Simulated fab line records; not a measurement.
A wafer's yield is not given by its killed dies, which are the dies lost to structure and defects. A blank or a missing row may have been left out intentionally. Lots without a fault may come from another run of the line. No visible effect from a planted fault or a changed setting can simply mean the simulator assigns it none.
8D (eight disciplines) problem report, filled in by code / flow n5-finfet / the parts of the form that need people (team, actions taken, sign-off) are left out

1. WHAT IS WRONG
Mean of trench-depth-nm at N5_BEOL_M7_OCD_MEAS_38: 75.1 nm across 5 wafers in 3 lots; on wafers with no fault it is 94.2 nm (standard deviation 2.1). That puts it -9.1 standard deviations away from the usual mean.
Seen first at day 11 18:14 on ocd-01, wafer L822.1. The record has a number at this step for 21 wafers belonging to 7 lots. By rule, "out" or "out of limits" means more than 4 standard deviations away from the usual mean. All remaining wafers that have a number are taken as sound.

2. WHAT THIS IS AND IS NOT
question=which readings at this step | is=trench-depth-nm | is not=-
question=which lots | is=L822, L823, L824 | is not=L816, L819, L829, L831
question=which wafers of those lots | is=L822.1, L822.3, L823.1, L824.1, L824.6 | is not=L822.2, L823.2, L823.4, L824.5
question=read on which gauges | is=ocd-01, ocd-02 | is not=-
question=when | is=from day 11 18:14 | is not=up to then (7 sound wafers); but 9 sound wafers of L823, L824, L829, L831 came after

3. WHAT RULES OUT EACH SUSPECT
Counting: a tool at a process step up to the reading stays a suspect if it ran every lot that is out. Sound lots after the first of them don't rule it out here, since some wafers of a struck lot are sound.
- the gauge at N5_BEOL_M7_OCD_MEAS_38: ruled out. The wafers that are out were read on 2 gauges (ocd-01, ocd-02).
- rie-metal-02 at N5_BEOL_M7_HM_OPEN_17 (chemistry Cl2/BCl3, target TiN, target depth 20 nm, overetch 6 nm): kept. It ran every lot that is out, first L822 (day 11 15:01).
- rie-diel-01 at N5_BEOL_M7_TRENCH_ETCH_37 (etches SiCOH lowk in C4F6/O2, target depth 93.478 nm, time 31.2 s): kept. Ran every lot that is out, first one L822 (day 11 17:32); last sound lot up to then L819 (day 10 15:29).
What counting leaves: rie-metal-02 at N5_BEOL_M7_HM_OPEN_17 and rie-diel-01 at N5_BEOL_M7_TRENCH_ETCH_37.

4. THE CAUSE (what the simulator had put in)
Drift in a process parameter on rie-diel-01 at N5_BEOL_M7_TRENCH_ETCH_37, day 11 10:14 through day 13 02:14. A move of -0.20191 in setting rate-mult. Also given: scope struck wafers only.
2 suspects survive the count, and this tool is in that group.

5. THE EFFECT CHAIN, in route order
Each row: a reading where the mean over the struck wafers with a number is more than 3 standard deviations away from the usual. Only readings whose record carries a usual standard deviation are examined. hours: median over the lots of the time between each lot's start at the first step of this table that gives one and its start at this step. sigmas: the change, counted in usual standard deviations.
hours=0; step=N5_BEOL_M7_OCD_MEAS_38; reading=trench-depth-nm; usual=94.2 nm; on struck wafers=75.1; change=-19.1; sigmas=-9.1
hours=3; step=N5_BEOL_M7_THK_MEAS_53; reading=M7_THK; usual=80.2 nm; on struck wafers=61.8; change=-18.4; sigmas=-7.7
hours=3; step=N5_BEOL_M7_RS_MEAS_57; reading=M7_RS; usual=0.283 ohm/sq; on struck wafers=0.385; change=+0.102; sigmas=+10
hours=57; step=N5_BEOL_M15_RC_MEAS_101; reading=SERP_M7; usual=13.8 ohm/um; on struck wafers=17.9; change=+4.1; sigmas=+6.6
hours=57; step=N5_BEOL_M15_RC_MEAS_101; reading=SERP_M7_max_site; usual=14.3 ohm/um; on struck wafers=18.8; change=+4.5; sigmas=+7.1

6. HOW IT WOULD HAVE BEEN CAUGHT EARLIER
In this record the first reading out of limits at a measuring or inspecting step was taken at day 11 18:14, 8 hours after the fault began at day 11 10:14.
An alarm limit of 4 standard deviations would not have fired on the tool readings at N5_BEOL_M7_TRENCH_ETCH_37 for which the record gives a usual standard deviation, since none of them was out on any struck wafer.
Lots out: 3; of these, L823, L824 started N5_BEOL_M7_TRENCH_ETCH_37 on rie-diel-01 after day 11 18:14. A hold on the tool at that time would have spared those 2.
